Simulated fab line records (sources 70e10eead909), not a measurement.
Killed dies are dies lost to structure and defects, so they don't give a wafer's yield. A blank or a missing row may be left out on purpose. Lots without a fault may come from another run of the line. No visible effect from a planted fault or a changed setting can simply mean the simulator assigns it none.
Which tool was responsible?    flow nand harc    24 lots, 72 wafers sampled, at 5 steps of a route of 1302

## WHAT THE GAUGES READ, wafer by wafer
NHARC_A_M1_CD_MEAS_16. Usual: cd nm 119.9 nm, standard deviation 0.9.
lot   measured      on         cd nm (nm)         flag
L074  day 23 15:01  cd sem-01  120.0 121.6 121.3  
L075  day 23 15:49  cd sem-01  121.2 119.6 119.4  
L076  day 23 17:32  cd sem-02  120.1 121.0 121.3  
L077  day 24 03:16  cd sem-02  119.5 119.3 119.0  
L078  day 25 13:32  cd sem-03  120.8 120.6 122.0  
L079  day 25 21:06  cd sem-01  119.8 120.5 119.7  
L081  day 26 01:01  cd sem-01  119.4 119.9 120.8  
L080  day 26 03:22  cd sem-03  120.4 118.7 120.4  
L082  day 26 05:14  cd sem-01  120.8 122.0 120.9  
L086  day 27 00:40  cd sem-03  119.2 120.3 120.0  
L083  day 27 04:14  cd sem-03  120.1 119.7 118.8  
L084  day 27 09:46  cd sem-02  119.4 119.6 120.3  
L085  day 27 11:01  cd sem-03  119.7 118.7 120.2  
L087  day 27 22:22  cd sem-02  121.8 119.8 120.0  
L089  day 29 06:46  cd sem-02  118.9 119.6 121.0  
L088  day 29 06:54  cd sem-03  119.4 119.3 119.1  
L090  day 29 10:15  cd sem-03  119.6 120.2 118.9  
L092  day 31 00:31  cd sem-01  119.2 118.3 118.9  
L091  day 31 03:26  cd sem-02  120.5 119.8 120.4  
L093  day 31 09:43  cd sem-01  120.0 120.7 121.1  
L095  day 31 12:31  cd sem-01  120.1 119.3 120.0  
L094  day 31 17:23  cd sem-02  120.0 119.9 119.7  
L097  day 32 03:39  cd sem-01  120.7 119.2 119.8  
L096  day 32 07:30  cd sem-01  119.5 119.4 119.5  

## TOOL THAT RAN EACH LOT (tool first, then ch and the chambers of the sampled wafers, then the start)
lot   NHARC_A_BLC_DESCUM_15               NHARC_A_M0_PVD_20                        NHARC_A_M0_PVD_21                        NHARC_A_M1_DESCUM_14
L074  rie diel-02 ch 2,3, day 23 06:25    pvd sputter-03, day 23 14:43 or earlier  pvd sputter-03, day 23 14:43 or earlier  rie diel-01 ch 0,2,3, day 23 14:43
L075  rie diel-05 ch 0,1,2, day 23 07:05  pvd sputter-03, day 23 15:30 or earlier  pvd sputter-03, day 23 15:30 or earlier  rie diel-01 ch 1,3, day 23 15:30
L076  rie diel-02 ch 0,2,3, day 23 08:32  pvd sputter-02, day 23 17:14 or earlier  pvd sputter-02, day 23 17:14 or earlier  rie diel-01 ch 0,2,3, day 23 17:14
L077  rie diel-02 ch 0,1, day 23 18:56    pvd sputter-02, day 24 02:59 or earlier  pvd sputter-02, day 24 02:59 or earlier  rie diel-07 ch 0,2,3, day 24 02:59
L078  rie diel-02 ch 0,1, day 25 05:07    pvd sputter-03, day 25 13:14 or earlier  pvd sputter-03, day 25 13:14 or earlier  rie diel-01 ch 0,2,3, day 25 13:14
L079  rie diel-02 ch 2,3, day 25 12:26    pvd sputter-02, day 25 20:48 or earlier  pvd sputter-02, day 25 20:48 or earlier  rie diel-07 ch 1,3, day 25 20:48
L081  rie diel-02 ch 0,2,3, day 25 16:24  pvd sputter-03, day 26 00:43 or earlier  pvd sputter-03, day 26 00:43 or earlier  rie diel-01 ch 0,1,2, day 26 00:43
L080  rie diel-02 ch 0,2, day 25 18:52    pvd sputter-03, day 26 03:04 or earlier  pvd sputter-03, day 26 03:04 or earlier  rie diel-07 ch 2,3, day 26 03:04
L082  rie diel-02 ch 1,2, day 25 20:24    pvd sputter-03, day 26 04:55 or earlier  pvd sputter-03, day 26 04:55 or earlier  rie diel-01 ch 0,3, day 26 04:55
L086  rie diel-02 ch 0,2, day 26 16:04    pvd sputter-01, day 27 00:22 or earlier  pvd sputter-01, day 27 00:22 or earlier  rie diel-07 ch 0,3, day 27 00:22
L083  rie diel-02 ch 0,2, day 26 19:38    pvd sputter-01, day 27 03:55 or earlier  pvd sputter-01, day 27 03:55 or earlier  rie diel-07 ch 0,2,3, day 27 03:55
L084  rie diel-02 ch 1,2, day 27 01:22    pvd sputter-02, day 27 09:28 or earlier  pvd sputter-02, day 27 09:28 or earlier  rie diel-07 ch 0,3, day 27 09:28
L085  rie diel-05 ch 1,2,3, day 27 01:53  pvd sputter-01, day 27 10:42 or earlier  pvd sputter-01, day 27 10:42 or earlier  rie diel-07 ch 0,1,3, day 27 10:42
L087  rie diel-02 ch 1,2,3, day 27 13:38  pvd sputter-01, day 27 22:02 or earlier  pvd sputter-01, day 27 22:02 or earlier  rie diel-13 ch 0,1,2, day 27 22:02
L089  rie diel-05 ch 0,1,3, day 28 21:28  pvd sputter-02, day 29 06:25 or earlier  pvd sputter-02, day 29 06:25 or earlier  rie diel-01 ch 0,2,3, day 29 06:25
L088  rie diel-02 ch 1,2, day 28 22:19    pvd sputter-03, day 29 06:37 or earlier  pvd sputter-03, day 29 06:37 or earlier  rie diel-13 ch 1,2, day 29 06:37
L090  rie diel-02 ch 0,2, day 29 01:11    pvd sputter-02, day 29 09:57 or earlier  pvd sputter-02, day 29 09:57 or earlier  rie diel-07 ch 0,1,2, day 29 09:57
L092  rie diel-02 ch 0,1, day 30 15:32    pvd sputter-02, day 31 00:13 or earlier  pvd sputter-02, day 31 00:13 or earlier  rie diel-07 ch 1,2, day 31 00:13
L091  rie diel-05 ch 0,1,3, day 30 19:19  pvd sputter-01, day 31 03:08 or earlier  pvd sputter-01, day 31 03:08 or earlier  rie diel-07 ch 0,2, day 31 03:08
L093  rie diel-02 ch 0,1,2, day 31 01:28  pvd sputter-02, day 31 09:25 or earlier  pvd sputter-02, day 31 09:25 or earlier  rie diel-01 ch 1,3, day 31 09:25
L095  rie diel-02 ch 0,2, day 31 04:08    pvd sputter-03, day 31 12:12 or earlier  pvd sputter-03, day 31 12:12 or earlier  rie diel-01 ch 0,1, day 31 12:12
L094  rie diel-02 ch 0,2,3, day 31 08:34  pvd sputter-02, day 31 17:05 or earlier  pvd sputter-02, day 31 17:05 or earlier  rie diel-13 ch 0,2,3, day 31 17:05
L097  rie diel-02 ch 0,1, day 31 19:20    pvd sputter-03, day 32 03:21 or earlier  pvd sputter-03, day 32 03:21 or earlier  rie diel-13 ch 0,1,2, day 32 03:21
L096  rie diel-05 ch 0,3, day 31 22:49    pvd sputter-02, day 32 07:11 or earlier  pvd sputter-02, day 32 07:11 or earlier  rie diel-07 ch 1,2, day 32 07:11
- NHARC_A_BLC_DESCUM_15: chemistry O2, time 3 s.
- NHARC_A_M0_PVD_20: deposits TaN, target thk 5 nm, time 8.06 s.
- NHARC_A_M0_PVD_21: deposits Cu, target thk 30 nm, time 20.49 s.
- NHARC_A_M1_DESCUM_14: chemistry O2, time 3 s.

## AS READ BY THE TOOLS THEMSELVES (means over the sampled wafers that have a number; for cases with no such wafer, the mark the record gives instead)
NHARC_A_BLC_DESCUM_15. Usual: drypump motor current A 5.4 A, standard deviation 0.4; oes product au 1.006 a.u., standard deviation 0.0098; rf vpp V 57.9 V, standard deviation 0.95; showerhead plenum p Torr 1.94 Torr, standard deviation 0.095; throttle valve pct 11.311 %, standard deviation 0.0094.
lot   tool         drypump motor current A (A)  oes product au (a.u.)  rf vpp V (V)  showerhead plenum p Torr (Torr)  throttle valve pct (%)  flag
L074  rie diel-02  5.1                          1.021                  57.6          1.98                             11.307                  
L075  rie diel-05  5.8                          1.005                  58.1          1.96                             11.310                  
L076  rie diel-02  5.4                          1.013                  58.2          2.00                             11.318                  
L077  rie diel-02  5.3                          1.006                  58.0          1.87                             11.316                  
L078  rie diel-02  5.6                          1.016                  58.2          1.97                             11.305                  
L079  rie diel-02  5.1                          1.008                  58.0          1.98                             11.313                  
L081  rie diel-02  5.3                          1.004                  58.0          2.00                             11.311                  
L080  rie diel-02  5.4                          1.007                  59.2          1.98                             11.310                  
L082  rie diel-02  5.1                          1.015                  58.7          1.84                             11.317                  
L086  rie diel-02  5.4                          1.006                  58.6          1.98                             11.311                  
L083  rie diel-02  5.4                          0.994                  57.8          1.98                             11.299                  
L084  rie diel-02  5.2                          1.005                  57.5          1.84                             11.301                  
L085  rie diel-05  6.1                          0.987                  57.6          1.89                             11.300                  
L087  rie diel-02  5.1                          1.002                  58.3          1.91                             11.320                  
L089  rie diel-05  6.0                          0.999                  57.4          1.88                             11.309                  
L088  rie diel-02  5.1                          1.003                  56.8          1.84                             11.316                  
L090  rie diel-02  5.4                          0.999                  58.6          1.98                             11.308                  
L092  rie diel-02  5.6                          1.014                  57.9          1.96                             11.308                  
L091  rie diel-05  6.0                          0.994                  57.0          1.88                             11.300                  
L093  rie diel-02  5.4                          1.008                  57.7          1.93                             11.306                  
L095  rie diel-02  5.4                          1.006                  58.1          1.98                             11.310                  
L094  rie diel-02  5.4                          1.008                  58.5          2.00                             11.304                  
L097  rie diel-02  5.6                          1.021                  57.7          1.96                             11.315                  
L096  rie diel-05  6.0                          1.000                  57.2          1.83                             11.309                  

NHARC_A_M0_PVD_20. Usual: throttle valve pct 30.0 %, standard deviation 1.2.
lot   tool            throttle valve pct (%)  flag
L074  pvd sputter-03  28.4                    
L075  pvd sputter-03  29.6                    
L076  pvd sputter-02  30.4                    
L077  pvd sputter-02  30.5                    
L078  pvd sputter-03  28.4                    
L079  pvd sputter-02  30.3                    
L081  pvd sputter-03  29.7                    
L080  pvd sputter-03  28.3                    
L082  pvd sputter-03  29.2                    
L086  pvd sputter-01  30.1                    
L083  pvd sputter-01  30.5                    
L084  pvd sputter-02  30.5                    
L085  pvd sputter-01  30.4                    
L087  pvd sputter-01  30.5                    
L089  pvd sputter-02  30.3                    
L088  pvd sputter-03  28.3                    
L090  pvd sputter-02  30.7                    
L092  pvd sputter-02  30.7                    
L091  pvd sputter-01  30.1                    
L093  pvd sputter-02  30.4                    
L095  pvd sputter-03  30.8                    
L094  pvd sputter-02  30.6                    
L097  pvd sputter-03  28.7                    
L096  pvd sputter-02  30.4                    

NHARC_A_M0_PVD_21. Usual: throttle valve pct 29.9 %, standard deviation 1.2.
lot   tool            throttle valve pct (%)  flag
L074  pvd sputter-03  30.8                    
L075  pvd sputter-03  28.2                    
L076  pvd sputter-02  30.3                    
L077  pvd sputter-02  30.5                    
L078  pvd sputter-03  28.0                    
L079  pvd sputter-02  30.3                    
L081  pvd sputter-03  29.7                    
L080  pvd sputter-03  29.9                    
L082  pvd sputter-03  28.3                    
L086  pvd sputter-01  30.4                    
L083  pvd sputter-01  30.6                    
L084  pvd sputter-02  30.3                    
L085  pvd sputter-01  30.3                    
L087  pvd sputter-01  30.2                    
L089  pvd sputter-02  30.3                    
L088  pvd sputter-03  29.2                    
L090  pvd sputter-02  30.3                    
L092  pvd sputter-02  30.6                    
L091  pvd sputter-01  30.6                    
L093  pvd sputter-02  30.4                    
L095  pvd sputter-03  28.6                    
L094  pvd sputter-02  31.0                    
L097  pvd sputter-03  29.7                    
L096  pvd sputter-02  30.5                    

NHARC_A_M1_DESCUM_14. Usual: drypump motor current A 5.6 A, standard deviation 0.48; oes product au 0.997 a.u., standard deviation 0.0088; rf vpp V 57.7 V, standard deviation 0.85; showerhead plenum p Torr 1.89 Torr, standard deviation 0.078; throttle valve pct 11.311 %, standard deviation 0.0091.
lot   tool         drypump motor current A (A)  oes product au (a.u.)  rf vpp V (V)  showerhead plenum p Torr (Torr)  throttle valve pct (%)  flag
L074  rie diel-01  5.4                          0.996                  56.8          1.89                             11.309                  
L075  rie diel-01  5.3                          1.000                  57.2          1.82                             11.308                  
L076  rie diel-01  5.4                          0.991                  57.5          1.89                             11.306                  
L077  rie diel-07  5.9                          0.997                  57.9          1.88                             11.311                  
L078  rie diel-01  5.4                          0.995                  57.9          1.89                             11.306                  
L079  rie diel-07  6.3                          1.005                  57.7          1.90                             11.315                  
L081  rie diel-01  5.3                          1.010                  57.2          1.87                             11.313                  
L080  rie diel-07  6.0                          0.995                  56.9          1.81                             11.307                  
L082  rie diel-01  5.2                          1.009                  57.6          1.87                             11.311                  
L086  rie diel-07  5.9                          0.993                  57.9          1.93                             11.310                  
L083  rie diel-07  5.9                          0.993                  57.3          1.88                             11.318                  
L084  rie diel-07  6.0                          1.000                  57.3          1.86                             11.317                  
L085  rie diel-07  6.1                          0.992                  57.5          1.92                             11.308                  
L087  rie diel-13  5.1                          0.999                  58.1          1.87                             11.308                  
L089  rie diel-01  5.4                          0.992                  57.9          1.89                             11.309                  
L088  rie diel-13  4.8                          0.998                  57.6          1.90                             11.315                  
L090  rie diel-07  6.0                          0.999                  58.4          1.93                             11.311                  
L092  rie diel-07  6.2                          0.993                  58.1          1.92                             11.315                  
L091  rie diel-07  5.8                          1.002                  57.0          1.94                             11.302                  
L093  rie diel-01  5.2                          1.001                  57.4          1.81                             11.306                  
L095  rie diel-01  5.2                          1.006                  57.6          1.82                             11.319                  
L094  rie diel-13  5.4                          0.999                  59.0          1.95                             11.323                  
L097  rie diel-13  5.1                          0.995                  57.6          1.87                             11.315                  
L096  rie diel-07  6.2                          0.994                  58.0          1.92                             11.312                  

## THE ANSWER, worked out from the rows above alone
Rule: lot off if the mean of its wafers having a number is beyond 3 standard deviations from the usual mean. A lot without any number at a reading at which 4 lots or more have one is off too. Any other lot the step has rows for is counted as sound. After the gauges, taken in route order, come the tools' own readings; for these a lot's mean is taken, as printed above. At the first step where some lot is off, the reading lying furthest off is the one used; lots without a number count as furthest.
Nothing can be told from this: no lot is off at any reading shown.

## WHAT THE SIMULATOR PUT IN
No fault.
